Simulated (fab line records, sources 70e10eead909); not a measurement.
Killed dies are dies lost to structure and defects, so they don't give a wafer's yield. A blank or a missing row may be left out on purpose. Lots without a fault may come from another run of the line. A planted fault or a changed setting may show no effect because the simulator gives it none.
fab line records | flow nand_harc
record lots=24 wafers=72 last_day=34
route steps=1302 shown A_STAIRCASE@876 A_SGD_CUT@901 A_WL_FILL@965 A_CONTACT@1002
lots that met no fault: from a run of the same line without faults
start_h: hours from the record's first day to the start of the lot's first wafer shown | wait_h: hours since the lot's step before | " the same as in the row above | L1.1+2: a row that stands for several wafers | - no value, or no start given | * or withheld: withheld | < > ~ a bound
route shown NAME@n: a module of which the file shows steps, and the number in the route of the first | usual: mean/standard deviation of fault-free wafers | same: alike in all rows | chamber/n: place in a boat | sites: the reading at each site | _std_site: their standard deviation | _edge_site: outer sites' mean less inner sites' | radius_mm: how far each site lies from the wafer's centre | mask NAME#n: copy n | behind: the tool/chamber that last shaped the wafer | hold: why the lot was held/for how many hours/how that ended | device: the transistor (n, p or np) that didn't switch | end of line: the same wafers' tests at the end of the route | a step without rows: its recipe alone | killed: dies lost to structure and defects at the first sort, not the wafer's yield | map: a wafer's dies, x killed, . not, _ none there
set.NAME: the setting as run; set.NAME@STEP: as run at that earlier step | model.NAME: the simulator's own value behind a step, which no gauge read
steps of the route over a sample of lots; a table a step, a row a wafer
services: from which hour (start_h, from the record's first day; less than 0 if before it) a tool's chamber was out of use, for how many hours, and why
## steps
# step NHARC_A_STAIRCASE_CMP_450
# recipe target_thk_nm=200 material=SiO2
# usual motor_current_A=12.4/1.2
# columns lot.wafer tool chamber start_h wait_h motor_current_A
L074.3 cmp-03 0 431.03 - 13.6
L074.5 " 0 " " 14.1
L074.6 " 1 " " 12.2
L075.4 cmp-02 3 449.84 - 10.6
L075.2 " 0 " " 13.6
L075.5 " 3 " " 11.1
L076.4 cmp-03 3 450.55 - 13.6
L076.3 " 0 " " 14.3
L076.1 " 2 " " 11.2
L077.4 cmp-03 1 463.57 - 11.4
L077.1 " 3 " " 12.7
L077.5 " 1 " " 10.9
L080.2 cmp-02 3 478.41 - 10.2
L080.4 " 0 " " 13.3
L080.3 " 2 " " 11.5
L078.2 cmp-03 1 478.76 - 11.9
L078.3 " 2 " " 11.7
L078.4 " 3 " " 13.2
L079.4 cmp-02 2 481.66 - 11.9
L079.1 " 3 " " 11.0
L079.3 " 0 " " 13.6
L081.3 cmp-04 1 516.26 - 13.9
L081.5 " 0 " " 11.8
L081.6 " 1 " " 13.5
L082.4 cmp-02 2 516.54 - 11.9
L082.1 " 3 " " 11.1
L082.6 " 2 " " 12.0
L084.2 cmp-04 0 538.95 - 12.1
L084.1 " 2 " " 12.1
L084.6 " 1 " " 13.7
L083.3 cmp-03 3 539.25 - 13.6
L083.4 " 1 " " 11.2
L083.6 " 0 " " 14.4
L085.1 cmp-03 3 551.01 - 13.5
L085.4 " 0 " " 14.7
L085.5 " 3 " " 13.1
L087.1 cmp-03 2 552.22 - 11.0
L087.5 " 1 " " 11.3
L087.6 " 2 " " 11.1
L086.4 cmp-04 2 558.01 - 12.0
L086.3 " 3 " " 11.6
L086.1 " 1 " " 14.4
L088.1 cmp-04 3 572.35 - 11.3
L088.5 " 0 " " 11.9
L088.6 " 1 " " 14.3
L089.1 cmp-03 0 572.40 - 14.4
L089.3 " 1 " " 12.2
L089.6 " 1 " " 11.5
L090.2 cmp-03 1 597.47 - 11.4
L090.6 " 3 " " 13.2
L090.5 " 0 " " 13.9
L091.2 cmp-03 2 608.21 - 11.2
L091.3 " 0 " " 13.7
L091.5 " 2 " " 11.1
L092.2 cmp-03 3 608.77 - 12.9
L092.3 " 1 " " 11.4
L092.5 " 3 " " 12.8
L093.4 cmp-04 3 624.79 - 11.3
L093.2 " 1 " " 14.1
L093.5 " 0 " " 11.5
L094.3 cmp-02 1 634.56 - 12.3
L094.2 " 3 " " 10.2
L094.5 " 0 " " 13.7
L096.1 cmp-04 3 644.16 - 11.8
L096.4 " 0 " " 11.5
L096.3 " 1 " " 13.7
L095.3 cmp-02 0 645.27 - 13.7
L095.4 " 1 " " 12.9
L095.6 " 0 " " 13.7
L097.4 cmp-04 1 685.98 - 14.6
L097.1 " 0 " " 11.4
L097.5 " 1 " " 14.1
# step NHARC_A_SGD_CUT_CD_MEAS_09
# recipe target_cd_nm=100 landing_energy_ev=500
# usual cd_nm=100.4/0.88
# columns lot.wafer tool chamber start_h wait_h cd_nm
L074.3 cd_sem-02 0 433.69 - 98.9
L074.5 " 0 " " 99.0
L074.6 " 0 " " 99.0
L075.2 cd_sem-01 0 452.96 - 100.4
L075.4 " 0 " " 100.9
L075.5 " 0 " " 100.8
L076.1 cd_sem-02 0 453.31 - 99.9
L076.3 " 0 " " 99.4
L076.4 " 0 " " 100.4
L077.1 cd_sem-03 0 466.34 - 101.6
L077.4 " 0 " " 100.0
L077.5 " 0 " " 100.9
L080.2 cd_sem-02 0 481.07 - 100.1
L080.3 " 0 " " 101.1
L080.4 " 0 " " 101.3
L078.2 cd_sem-03 0 481.34 - 99.2
L078.3 " 0 " " 100.3
L078.4 " 0 " " 99.1
L079.1 cd_sem-02 0 484.17 - 102.1
L079.3 " 0 " " 101.4
L079.4 " 0 " " 102.2
L081.3 cd_sem-01 0 518.84 - 100.0
L081.5 " 0 " " 99.8
L081.6 " 0 " " 100.6
L082.1 cd_sem-01 0 519.11 - 99.4
L082.4 " 0 " " 99.1
L082.6 " 0 " " 98.7
L084.1 cd_sem-03 0 541.48 - 101.0
L084.2 " 0 " " 101.5
L084.6 " 0 " " 101.9
L083.3 cd_sem-03 0 541.83 - 99.1
L083.4 " 0 " " 100.4
L083.6 " 0 " " 99.0
L085.1 cd_sem-01 0 553.49 - 100.1
L085.4 " 0 " " 101.0
L085.5 " 0 " " 99.8
L087.1 cd_sem-03 0 554.70 - 100.0
L087.5 " 0 " " 100.9
L087.6 " 0 " " 99.8
L086.1 cd_sem-02 0 560.61 - 101.8
L086.3 " 0 " " 102.1
L086.4 " 0 " " 100.9
L088.1 cd_sem-02 0 574.88 - 100.3
L088.5 " 0 " " 100.4
L088.6 " 0 " " 100.4
L089.1 cd_sem-01 0 575.07 - 100.1
L089.3 " 0 " " 100.2
L089.6 " 0 " " 101.3
L090.2 cd_sem-02 0 599.94 - 100.4
L090.5 " 0 " " 100.7
L090.6 " 0 " " 99.8
L091.2 cd_sem-01 0 610.78 - 100.3
L091.3 " 0 " " 100.0
L091.5 " 0 " " 100.5
L092.2 cd_sem-01 0 611.39 - 99.6
L092.3 " 0 " " 99.8
L092.5 " 0 " " 99.5
L093.2 cd_sem-02 0 627.41 - 102.4
L093.4 " 0 " " 101.1
L093.5 " 0 " " 101.3
L094.2 cd_sem-03 0 637.01 - 101.7
L094.3 " 0 " " 100.7
L094.5 " 0 " " 99.3
L096.1 cd_sem-03 0 646.87 - 99.6
L096.3 " 0 " " 101.7
L096.4 " 0 " " 101.0
L095.3 cd_sem-03 0 648.00 - 100.2
L095.4 " 0 " " 99.3
L095.6 " 0 " " 98.9
L097.1 cd_sem-01 0 688.56 - 100.6
L097.4 " 0 " " 100.4
L097.5 " 0 " " 101.8
# step NHARC_A_WL_FILL_ALD_10
# recipe target_thk_a=500 pulse_time_s=10 ald_cycles=500 temp_c=300 material=SiO2
# usual heater_power_w=472/44 precursor_pulse_height_rel=0.998/0.022
# columns lot.wafer tool chamber start_h wait_h heater_power_w precursor_pulse_height_rel
L074.3 ald_hk-04 2 467.47 1.6 501 1.001
L074.5 " 3 " " 447 0.973
L074.6 " 0 " " 513 0.983
L076.4 ald_hk-01 1 487.63 1.8 501 1.000
L076.1 " 2 " " 496 0.963
L076.3 " 3 " " 391 0.968
L075.2 ald_hk-02 3 488.96 3.2 463 0.995
L075.4 " 0 " " 497 0.995
L075.5 " 2 490.50 4.7 514 1.006
L077.1 ald_hk-04 1 503.41 0.1 489 1.020
L077.4 " 0 504.94 1.6 497 0.983
L077.5 " 2 505.97 2.6 489 1.034
L080.3 ald_hk-01 2 516.34 0.1 500 1.008
L080.4 " 3 " " 392 1.021
L080.2 " 0 " " 396 0.994
L079.4 ald_hk-02 3 518.46 2.2 469 0.988
L079.1 " 0 " " 505 1.022
L079.3 " 1 " " 466 1.026
L078.2 ald_hk-04 0 519.48 0.1 509 0.991
L078.3 " 1 " " 492 1.003
L078.4 " 2 " " 491 1.000
L082.4 ald_hk-01 2 553.44 0.6 490 1.030
L082.1 " 0 554.48 1.6 393 1.000
L082.6 " 1 " " 498 0.970
L081.3 ald_hk-04 0 554.49 1.6 517 0.992
L081.5 " 1 " " 466 1.021
L081.6 " 2 " " 497 0.983
L083.3 ald_hk-04 1 574.87 0.1 480 1.004
L083.4 " 3 575.91 1.1 464 0.989
L083.6 " 1 576.95 2.1 477 1.022
L084.2 ald_hk-01 3 580.92 0.1 400 0.974
L084.1 " 2 582.46 1.6 499 0.982
L084.6 " 0 583.48 2.6 386 0.992
L085.1 ald_hk-02 1 591.64 0.6 491 0.960
L085.4 " 3 592.66 1.6 442 1.017
L085.5 " 1 593.69 2.6 497 0.982
L087.1 ald_hk-01 3 592.68 1.6 390 0.995
L087.5 " 0 " " 391 1.005
L087.6 " 1 " " 516 0.991
L086.1 ald_hk-02 1 597.98 0.1 499 1.005
L086.3 " 3 599.02 1.1 431 1.008
L086.4 " 0 " " 512 0.986
L089.3 ald_hk-02 3 609.50 0.6 447 1.025
L089.1 " 0 " " 527 0.925
L089.6 " 2 611.03 2.1 532 0.970
L088.1 ald_hk-04 0 610.80 1.9 517 0.994
L088.5 " 3 612.34 3.4 460 0.996
L088.6 " 0 " " 506 0.995
L090.2 ald_hk-01 0 635.11 1.6 390 1.008
L090.6 " 1 " " 513 0.997
L090.5 " 2 " " 496 1.016
L091.2 ald_hk-02 1 647.33 0.6 485 0.992
L091.3 " 3 648.36 1.6 442 1.028
L091.5 " 1 649.39 2.6 487 1.017
L092.2 ald_hk-01 0 647.33 0.6 383 1.007
L092.3 " 1 " " 508 0.987
L092.5 " 0 649.38 2.6 392 1.010
L093.2 ald_hk-01 0 665.68 0.6 400 0.964
L093.4 " 2 666.70 1.6 491 0.993
L093.5 " 0 667.72 2.6 402 1.036
L094.2 ald_hk-04 3 669.45 0.6 446 1.015
L094.3 " 1 670.49 1.6 466 1.027
L094.5 " 3 671.54 2.7 446 1.020
L095.3 ald_hk-04 1 683.71 0.1 481 1.013
L095.4 " 2 " " 489 1.002
L095.6 " 1 685.75 2.1 478 0.981
L096.4 ald_hk-02 3 684.01 0.4 450 0.970
L096.1 " 0 " " 530 0.996
L096.3 " 1 " " 478 1.020
L097.4 ald_hk-01 3 723.96 0.6 405 0.956
L097.1 " 1 725.01 1.6 485 1.010
L097.5 " 3 726.05 2.7 409 1.014
# step NHARC_A_WL_FILL_CVD_20
# recipe target_thk_a=1000 temp_c=400 pressure_torr=40 wf6_flow_sccm=40 h2_flow_sccm=1600 ar_flow_sccm=1560 time_s=74 material=W
# usual chamber_pressure_Torr=40.02/0.093 heater_power_w=816/54 mfc_h2_sccm=1600/5 throttle_valve_pct=7.80/0.21
# same time_s=74
# columns lot.wafer tool chamber start_h wait_h chamber_pressure_Torr heater_power_w mfc_h2_sccm throttle_valve_pct
L074.3 cvd_w-02 1 - - 39.98 903 1605 7.96
L074.6 " 1 " " 40.09 896 1602 7.47
L074.5 " 0 " " 39.88 807 1607 7.57
L076.1 cvd_w-02 1 - - 40.06 904 1600 7.94
L076.3 " 0 " " 39.81 802 1606 7.70
L076.4 " 1 " " 39.98 896 1596 8.01
L075.2 cvd_w-01 1 - - 40.04 713 1598 7.70
L075.4 " 1 " " 40.03 711 1592 7.71
L075.5 " 1 " " 40.04 702 1596 7.40
L077.1 cvd_w-01 1 - - 40.14 697 1599 7.83
L077.4 " 0 " " 40.07 833 1602 7.73
L077.5 " 0 " " 40.09 837 1595 7.96
L079.1 cvd_w-01 1 - - 40.10 715 1606 7.67
L079.3 " 0 " " 39.99 807 1594 8.13
L079.4 " 1 " " 39.94 710 1602 7.49
L080.2 cvd_w-01 1 - - 40.04 718 1607 7.58
L080.3 " 0 " " 39.95 827 1600 8.39
L080.4 " 1 " " 40.00 706 1606 7.82
L078.2 cvd_w-02 1 - - 39.96 856 1597 8.04
L078.4 " 1 " " 40.03 905 1608 7.92
L078.3 " 0 " " 40.11 812 1595 7.84
L081.3 cvd_w-01 0 - - 40.05 819 1593 7.74
L081.5 " 0 " " 39.94 836 1596 7.73
L081.6 " 1 " " 39.95 787 1589 7.74
L082.1 cvd_w-02 1 - - 40.06 895 1592 7.96
L082.4 " 1 " " 39.96 896 1594 7.86
L082.6 " 0 " " 39.99 839 1604 7.90
L083.3 cvd_w-01 0 - - 40.04 836 1606 7.85
L083.4 " 1 " " 40.12 761 1605 7.29
L083.6 " 0 " " 39.89 820 1597 8.13
L084.1 cvd_w-02 1 - - 39.98 919 1600 7.84
L084.2 " 0 " " 39.98 829 1601 7.92
L084.6 " 0 " " 40.12 804 1600 7.88
L085.1 cvd_w-01 1 - - 40.10 796 1603 7.64
L085.4 " 1 " " 40.09 758 1603 7.80
L085.5 " 0 " " 39.96 820 1606 7.97
L087.1 cvd_w-02 1 - - 39.92 897 1596 7.93
L087.6 " 0 " " 39.95 837 1600 7.84
L087.5 " 1 " " 40.04 896 1606 7.66
L086.1 cvd_w-01 0 - - 40.10 800 1606 7.72
L086.3 " 0 " " 40.16 812 1602 7.99
L086.4 " 0 " " 40.12 819 1604 7.87
L088.1 cvd_w-01 0 - - 39.92 817 1606 7.92
L088.5 " 0 " " 39.92 833 1606 7.87
L088.6 " 1 " " 39.93 790 1595 8.14
L089.1 cvd_w-02 1 - - 39.94 890 1609 8.04
L089.3 " 1 " " 40.04 871 1605 7.80
L089.6 " 1 " " 40.05 880 1605 7.90
L090.2 cvd_w-01 0 - - 40.25 848 1595 7.84
L090.5 " 1 " " 40.02 788 1603 7.74
L090.6 " 0 " " 40.24 824 1603 7.76
L092.2 cvd_w-02 1 - - 39.88 915 1603 7.52
L092.3 " 1 " " 40.07 901 1595 7.52
L092.5 " 1 " " 39.95 888 1593 7.51
L091.2 cvd_w-01 0 - - 40.08 807 1603 8.07
L091.3 " 0 " " 39.97 808 1599 7.48
L091.5 " 0 " " 40.03 806 1603 7.96
L093.2 cvd_w-02 0 - - 39.96 792 1595 7.86
L093.4 " 1 " " 39.94 910 1602 7.45
L093.5 " 1 " " 39.88 896 1603 7.49
L094.2 cvd_w-02 1 - - 39.89 912 1606 7.45
L094.3 " 0 " " 40.24 800 1602 7.54
L094.5 " 0 " " 40.25 806 1598 7.72
L096.1 cvd_w-01 0 - - 39.99 815 1606 8.12
L096.4 " 0 " " 40.00 799 1601 7.73
L096.3 " 1 " " 39.88 768 1596 7.68
L095.3 cvd_w-01 0 - - 40.09 822 1600 7.84
L095.4 " 1 " " 40.12 776 1598 7.74
L095.6 " 1 " " 39.98 777 1597 7.68
L097.1 cvd_w-02 0 - - 40.09 778 1593 7.95
L097.4 " 1 " " 40.04 889 1603 7.86
L097.5 " 0 " " 40.24 794 1591 7.83
# step NHARC_A_WL_FILL_CMP_12
# recipe t_overpolish_s=30 target_thk_nm=100
# usual motor_current_A=12.7/0.96 overpolish_run_s=30.001/0.0088 time_to_endpoint_s=20/3.3
# columns lot.wafer tool chamber start_h wait_h motor_current_A overpolish_run_s time_to_endpoint_s
L074.3 cmp-01 1 476.57 0.2 11.8 29.999 17
L074.6 " 3 " " 13.1 29.994 24
L074.5 " 0 " " 12.3 30.006 17
L076.3 cmp-04 1 497.74 0.1 13.4 30.010 22
L076.1 " 2 " " 12.9 30.005 20
L076.4 " 3 " " 11.3 29.995 24
L075.4 cmp-03 0 497.90 0.2 13.7 29.999 21
L075.2 " 1 " " 11.8 29.999 29
L075.5 " 0 " " 14.5 30.004 21
L077.1 cmp-03 0 514.87 0.2 14.4 30.006 21
L077.4 " 2 " " 11.2 30.001 23
L077.5 " 3 " " 13.5 30.012 17
L079.1 cmp-03 0 526.99 0.1 14.3 30.002 22
L079.4 " 2 " " 11.7 29.992 25
L079.3 " 3 " " 13.0 30.005 18
L080.2 cmp-01 3 527.12 0.1 12.3 30.006 23
L080.3 " 0 " " 13.4 30.003 19
L080.4 " 2 " " 12.6 30.012 24
L078.4 cmp-04 2 530.22 0.1 12.3 29.993 24
L078.2 " 3 " " 11.4 29.996 26
L078.3 " 0 " " 11.7 30.012 20
L081.3 cmp-03 0 563.70 0.2 14.3 30.006 21
L081.5 " 2 " " 11.4 29.999 25
L081.6 " 3 " " 13.6 30.003 17
L082.1 cmp-01 1 563.79 0.2 12.2 30.016 19
L082.4 " 3 " " 13.1 30.012 22
L082.6 " 1 " " 11.9 30.022 19
L083.4 cmp-01 2 585.59 0.1 13.2 30.006 24
L083.3 " 3 " " 13.3 29.989 24
L083.6 " 1 " " 12.3 30.001 23
L084.2 cmp-01 0 591.66 0.2 13.3 30.020 19
L084.1 " 1 " " 12.0 29.997 22
L084.6 " 0 " " 12.6 30.009 18
L085.4 cmp-03 3 601.87 0.1 13.3 30.020 16
L085.1 " 2 " " 11.6 29.997 18
L085.5 " 0 " " 15.0 29.981 15
L087.1 cmp-01 0 601.91 0.2 13.1 29.998 19
L087.6 " 1 " " 12.9 30.001 21
L087.5 " 2 " " 12.6 30.009 22
L086.4 cmp-01 3 608.89 0.2 13.3 30.026 23
L086.1 " 0 " " 13.1 29.992 18
L086.3 " 1 " " 12.7 29.985 19
L089.1 cmp-03 3 619.60 0.2 13.2 30.010 16
L089.3 " 1 " " 11.8 29.994 19
L089.6 " 2 " " 10.8 30.007 21
L088.1 cmp-01 1 619.65 0.2 12.0 30.002 20
L088.5 " 3 " " 13.6 29.996 21
L088.6 " 0 " " 12.7 29.989 13
L090.2 cmp-01 0 644.32 0.1 12.9 30.002 15
L090.5 " 0 " " 13.4 30.008 14
L090.6 " 1 " " 12.3 29.998 17
L091.2 cmp-03 1 658.00 0.1 12.3 29.998 24
L091.3 " 3 " " 13.9 30.009 16
L091.5 " 2 " " 10.7 29.990 20
L092.3 cmp-04 1 658.04 0.1 14.6 29.996 18
L092.2 " 3 " " 10.8 30.007 19
L092.5 " 1 " " 13.7 29.998 15
L093.4 cmp-04 0 675.88 0.1 11.6 30.006 15
L093.2 " 2 " " 12.5 29.992 19
L093.5 " 0 " " 11.8 30.000 15
L094.2 cmp-04 3 679.84 0.2 11.8 30.001 22
L094.3 " 0 " " 11.6 29.991 15
L094.5 " 2 " " 11.6 30.015 18
L096.1 cmp-04 2 694.41 0.2 12.2 30.008 18
L096.4 " 0 " " 11.4 29.990 13
L096.3 " 1 " " 14.1 30.009 19
L095.3 cmp-03 0 694.57 0.1 14.7 29.992 21
L095.4 " 1 " " 11.3 29.979 25
L095.6 " 0 " " 14.1 29.994 19
L097.1 cmp-01 2 734.25 0.2 12.8 30.004 21
L097.4 " 3 " " 12.7 30.010 21
L097.5 " 0 " " 13.2 29.994 15
# step NHARC_A_CONTACT_ETCH_49
# recipe target_depth_a=2600 over_etch_frac=0.3 time_s=475.3 ion_energy_ev=200 n2_flow_sccm=150 h2_flow_sccm=150 ar_flow_sccm=0 rf_w=400 bias_w=150 chemistry=N2/H2
# usual drypump_motor_current_A=5.6/0.34 oes_product_au=1.000/0.013 rf_vpp_V=429.3/2.8 showerhead_plenum_p_Torr=1.99/0.097 throttle_valve_pct=14.172/0.0086
# same time_s=475.3
# columns lot.wafer tool chamber start_h wait_h drypump_motor_current_A oes_product_au rf_hours_counter_h rf_vpp_V showerhead_plenum_p_Torr throttle_valve_pct
L074.3 rie_diel-03 0 - - 5.8 1.010 5 427.3 1.91 14.176
L074.6 " 2 " " 5.8 0.991 - 427.1 1.94 14.176
L074.5 " 1 " " 5.1 1.001 - 427.9 1.97 14.173
L076.3 rie_diel-12 3 - - 6.0 0.992 16 431.0 2.09 14.168
L076.1 " 0 " " 5.8 0.996 21 429.4 1.98 14.176
L076.4 " 1 " " 5.6 0.983 23 428.9 1.95 14.169
L075.2 rie_diel-03 1 - - 5.1 1.010 7 428.0 1.97 14.160
L075.4 " 2 " " 5.8 0.984 6 427.1 1.94 14.166
L075.5 " 0 " " 5.8 1.002 - 427.4 1.91 14.166
L077.4 rie_diel-03 1 - - 5.1 1.011 10 428.5 1.97 14.162
L077.1 " 3 " " 5.3 0.984 8 434.5 2.17 14.176
L077.5 " 0 " " 5.8 1.010 - 426.3 1.90 14.167
L079.3 rie_diel-03 1 - - 5.1 1.014 13 428.8 1.97 14.175
L079.1 " 3 " " 5.3 0.996 11 433.8 2.17 14.167
L079.4 " 0 " " 5.8 1.020 12 427.0 1.90 14.169
L080.2 rie_diel-03 3 - - 5.3 0.995 11 433.4 2.17 14.168
L080.4 " 1 " " 5.1 1.014 13 428.5 1.97 14.174
L080.3 " 2 " " 5.8 1.003 13 425.3 1.94 14.163
L078.3 rie_diel-12 1 - - 5.6 0.995 35 429.7 1.95 14.167
L078.2 " 3 " " 6.0 0.987 28 431.3 2.08 14.168
L078.4 " 0 " " 5.8 0.995 33 429.6 1.97 14.178
L081.3 rie_diel-03 2 - - 5.8 0.990 18 428.9 1.93 14.175
L081.6 " 2 " " 5.8 0.995 - 427.4 1.93 14.170
L081.5 " 3 " " 5.2 0.987 - 433.9 2.16 14.160
L082.1 rie_diel-08 0 - - 5.8 1.002 7 436.6 2.22 14.145
L082.4 " 2 " " 5.9 0.999 6 431.8 2.08 14.166
L082.6 " 3 " " 6.4 1.000 - 431.8 2.11 14.173
L083.3 rie_diel-03 0 - - 5.8 1.009 23 426.3 1.90 14.182
L083.4 " 1 " " 5.1 0.998 22 428.4 1.97 14.171
L083.6 " 3 " " 5.2 0.990 - 434.9 2.16 14.176
L084.2 rie_diel-03 1 - - 5.1 1.013 23 429.4 1.97 14.170
L084.1 " 2 " " 5.8 0.992 22 428.1 1.93 14.167
L084.6 " 3 " " 5.3 1.007 - 434.1 2.16 14.170
L085.1 rie_diel-03 2 - - 5.8 0.995 23 428.9 1.93 14.168
L085.4 " 3 " " 5.3 0.998 25 434.8 2.16 14.183
L085.5 " 2 " " 5.8 0.979 - 427.1 1.93 14.169
L087.1 rie_diel-08 0 - - 5.8 1.008 17 434.4 2.21 14.182
L087.5 " 2 " " 5.9 1.006 - 431.9 2.08 14.179
L087.6 " 3 " " 6.3 0.989 - 431.0 2.11 14.163
L086.1 rie_diel-03 1 - - 5.1 1.002 26 427.6 1.96 14.190
L086.4 " 2 " " 5.8 0.999 25 428.1 1.93 14.187
L086.3 " 0 " " 5.8 1.004 29 426.3 1.90 14.163
L089.1 rie_diel-03 0 - - 5.8 1.018 33 425.5 1.90 14.176
L089.3 " 2 " " 5.8 1.001 27 428.3 1.93 14.161
L089.6 " 0 " " 5.8 1.010 - 426.6 1.90 14.159
L088.1 rie_diel-03 0 - - 5.8 1.018 34 425.5 1.90 14.172
L088.5 " 1 " " 5.1 1.008 - 427.5 1.96 14.168
L088.6 " 2 " " 5.8 0.997 - 427.7 1.93 14.168
L090.2 rie_diel-12 0 - - 5.8 1.003 10 428.9 1.96 14.196
L090.5 " 1 " " 5.6 0.999 - 427.4 1.94 14.180
L090.6 " 3 " " 6.0 1.008 - 432.9 2.07 14.159
L091.3 rie_diel-12 3 - - 6.1 1.000 15 430.6 2.07 14.159
L091.2 " 0 " " 5.8 1.007 16 428.8 1.96 14.171
L091.5 " 1 " " 5.6 1.009 - 428.5 1.94 14.172
L092.3 rie_diel-03 2 - - 5.8 0.977 3 426.6 1.93 14.184
L092.2 " 0 " " 5.8 1.001 2 426.0 1.90 14.159
L092.5 " 2 " " 5.8 0.976 - 425.9 1.93 14.176
L093.2 rie_diel-03 1 - - 5.1 1.018 5 429.2 1.96 14.155
L093.5 " 2 " " 5.8 0.971 - 428.8 1.93 14.178
L093.4 " 1 " " 5.1 1.018 - 428.0 1.96 14.184
L094.3 rie_diel-03 2 - - 5.8 0.975 7 428.0 1.93 14.168
L094.2 " 1 " " 5.1 1.015 6 428.4 1.96 14.185
L094.5 " 0 " " 5.8 1.003 - 425.4 1.89 14.185
L096.1 rie_diel-03 0 - - 5.8 1.004 9 426.4 1.89 14.172
L096.3 " 2 " " 5.9 0.959 10 427.0 1.93 14.150
L096.4 " 1 " " 5.1 1.011 - 429.2 1.96 14.184
L095.4 rie_diel-08 1 - - 5.5 1.000 51 426.8 1.93 14.176
L095.3 " 2 " " 5.9 0.989 47 431.7 2.07 14.169
L095.6 " 0 " " 5.8 1.019 - 434.6 2.20 14.184
L097.1 rie_diel-03 2 - - 5.8 0.976 16 426.5 1.93 14.179
L097.5 " 1 " " 5.1 1.008 - 428.3 1.96 14.164
L097.4 " 0 " " 5.8 1.002 - 426.9 1.89 14.182
## services
# columns tool chamber start_h hours kind
cvd_w-01 0 413.99 2.5 repair
cmp-03 - 414.38 0.4 repair
cmp-04 - 444.89 0.5 repair
cmp-03 - 446.11 2.5 repair
rie_diel-03 0 449.01 9.5 repair
rie_diel-03 3 455.31 4.6 repair
cmp-04 - 455.80 1.6 repair
cmp-03 - 456.00 4.0 pm
rie_diel-03 - 458.90 9.0 pm
cvd_w-01 1 474.82 10.9 repair
rie_diel-03 3 483.34 3.1 repair
cvd_w-01 0 491.19 9.2 repair
rie_diel-03 3 503.18 1.4 repair
cmp-03 - 536.97 0.5 repair
cmp-03 - 547.21 1.6 repair
cmp-03 - 553.87 0.4 repair
cmp-03 - 554.31 4.0 pm
cmp-03 - 570.91 1.4 repair
rie_diel-03 - 600.39 0.8 repair
rie_diel-03 - 635.90 9.0 pm
cmp-03 - 652.30 0.7 repair
cmp-03 - 653.02 4.0 pm
rie_diel-03 - 666.95 0.5 repair
cmp-03 - 684.15 1.6 repair
## key
fault none
